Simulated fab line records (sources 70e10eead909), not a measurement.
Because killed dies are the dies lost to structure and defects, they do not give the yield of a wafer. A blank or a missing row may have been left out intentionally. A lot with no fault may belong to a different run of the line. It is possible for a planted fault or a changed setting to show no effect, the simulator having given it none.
A lot that was struck, set against a sound lot :: flow nandHarc :: 42 out of 1302 route steps
Sound: the wafers L839.2, L839.3, L839.6. Struck: wafers L848.2, L848.5, L848.6. The cause comes at the end.
For every step that has rows: the tool of each side, followed by ch and its chambers, followed by its first start. Under that, the readings that differ: sound wafers :: struck wafers :: difference of the means :: sigmas: that difference in standard deviations of wafers without a fault.
alike: words and numbers the same on both sides, and readings whose means are apart by under 2 such deviations; not compared: readings that were withheld, readings missing a value for some wafer, numbers with overlapping values and no deviation given by the record, and bounds like >300 which may hide the same value.
A row with sigmas, a row that says differs or no value, or rows on one side alone: a step with any of these is where the two part. Non-overlapping numbers with no deviation appear without sigmas and do not part them. A reading that every wafer of one side lacks parts them only if that side has two wafers or more.

NHARC_P_ZERO_WELL_DESCUM_54: chemistry O2, time 3 s.
  sound on rieDiel-09 ch 2,3, day 2 22:11; struck on rieDiel-04 ch 0,3, day 6 16:05
  alike: drypumpMotorCurrentA, oesProductAu, rfVppV, showerheadPlenumPTorr, throttleValvePct
  not compared: rfHoursCounterH
then, 6 steps without rows for these wafers: NHARC_P_ZERO_WELL_IMPLANT_55; NHARC_P_ZERO_WELL_IMPLANT_61; NHARC_P_ZERO_WELL_STRIP_56 (strips in SPM, time 840 s); NHARC_P_ZERO_WELL_PRECLEAN_68 (cleans in SC1, time 60 s); NHARC_P_ZERO_WELL_SRD_69; NHARC_P_ZERO_WELL_RTA_42 (time 300 s).
NHARC_P_ZERO_WELL_INSPECT_43:
  sound: defectInspect-02 at day 2 23:50; struck: defectInspect-02 at day 6 17:44
  alike: rawDefectCount
then, 4 steps without rows for these wafers: NHARC_P_STI_ETCH_26 (etches SiO2 in dHF, target depth 11 nm); NHARC_P_STI_PRECLEAN_27 (cleans in SC1); NHARC_P_STI_SRD_28; NHARC_P_STI_OXIDE_29 (material SiO2, target thk 10 nm, ox time 1362 s).
NHARC_P_STI_HM_DEP_30: deposits Si3N4, target thk 80 nm, time 873 s.
  sound on lpcvd-01 ch 1, day 3 13:28; struck on lpcvd-02 ch 0, day 7 04:50
then, 9 steps without rows for these wafers: NHARC_P_STI_DEHYDRATE_01 (time 120 s); NHARC_P_STI_HMDS_02 (time 30 s); NHARC_P_STI_COAT_41 (time 65 s); NHARC_P_STI_COAT_03 (resist thk 600 nm); NHARC_P_STI_SOFTBAKE_04 (time 70 s); NHARC_P_STI_EBR_05; NHARC_P_STI_EXPOSE_06 (exposes mask P STI, target cd 200 nm); NHARC_P_STI_PEB_07 (peb time 80 s); NHARC_P_STI_DEVELOP_08 (time 50 s).
NHARC_P_STI_CD_MEAS_09: the cd target is 200 nm.
  sound on cdSem-01 ch 0, day 3 19:15; struck on cdSem-01 ch 0, day 7 08:57
  alike: cdNm
NHARC_P_STI_OVL_MEAS_10:
  sound: overlay-01 at day 3 19:20; struck: overlay-01 at day 7 09:02
reading: overlayYNm (nm)
sound: -9 -8 -9
struck: 6 5 6
difference: +14
sigmas: +3
  alike: overlayXNm
NHARC_P_STI_INSPECT_11:
  sound: defectInspect-02 at day 3 19:22; struck: defectInspect-01 at day 7 09:05
  alike: rawDefectCount
then, 1 step without rows for these wafers: NHARC_P_STI_HARDBAKE_13 (time 65 s).
NHARC_P_STI_DESCUM_14: chemistry O2, time 3 s.
  sound on rieDiel-05 ch 0,2, day 3 19:30; struck on rieDiel-08 ch 0,1,2, day 7 09:14
  alike: drypumpMotorCurrentA, oesProductAu, rfVppV, showerheadPlenumPTorr, throttleValvePct
  not compared: rfHoursCounterH
then, 1 step without rows for these wafers: NHARC_P_STI_ETCH_42 (etches the open film in N2/H2, target depth 80 nm, overetch 24 nm, time 61 s).
NHARC_P_STI_ETCH_31: etches the open film in CF4/CHF3, target depth 108.9 nm, time 54.5 s.
  sound on rieDiel-05 ch 0,1,2; struck on rieDiel-08 ch 1,2
  alike: drypumpMotorCurrentA, oesProductAu, rfVppV, showerheadPlenumPTorr, throttleValvePct
  not compared: rfHoursCounterH
NHARC_P_STI_ETCH_15: etches the open film in HBr/Cl2, target depth 300 nm, time 100.1 s.
  sound on rieSi-03 ch 0,1,2, day 3 19:48; struck on rieSi-02 ch 0,2,3, day 7 09:31
  alike: drypumpMotorCurrentA, oesProductAu, throttleValvePct
  not compared: rfHoursCounterH
NHARC_P_STI_CD_MEAS_16:
  sound: cdSem-03 at day 3 19:57; struck: cdSem-03 at day 7 09:39
  alike: cdNm
NHARC_P_STI_OCD_MEAS_17:
  sound: ocd-02 at day 3 20:02; struck: ocd-01 at day 7 09:44
  alike: trenchFootCdNm
then, 3 steps without rows for these wafers: NHARC_P_STI_STRIP_19 (strips in SPM, time 900 s); NHARC_P_STI_PRECLEAN_32 (cleans in SC1); NHARC_P_STI_SRD_23.
NHARC_P_STI_OCD_MEAS_43:
  sound: ocd-01 at day 3 20:33; struck: ocd-02 at day 7 10:16
  alike: trenchFootCdNm
then, 3 steps without rows for these wafers: NHARC_P_STI_OXIDE_33 (material SiO2, target thk 10 nm, ox time 281 s); NHARC_P_STI_HDPCVD_20 (deposits SiO2); NHARC_P_STI_ANNEAL_34 (time 1800 s).
NHARC_P_STI_CMP_21: polishes, t overpolish 20 s, target thk 380.67 nm.
  sound on cmp-04 ch 0,1,3, day 4 15:49; struck on cmp-04 ch 2,3, day 8 03:02
  alike: motorCurrentA, overpolishRunS
following that, these wafers have no rows for 1 step: NHARC_P_STI_SRD_35.
-- record jumps: 20 days between struck wafers' starts before vs after; left off in module P_STI, resumes in module END, first step shown is number 1302 of the route --
NHARC_END_SORT_01:
  the record has rows for the struck wafers here (prober-01 ch 0, day 28 08:01) and none for the sound ones

## WHERE THEY PART
First at NHARC_P_STI_OVL_MEAS_10; last, within this record, at NHARC_END_SORT_01.

WHY: the cause the simulator had injected
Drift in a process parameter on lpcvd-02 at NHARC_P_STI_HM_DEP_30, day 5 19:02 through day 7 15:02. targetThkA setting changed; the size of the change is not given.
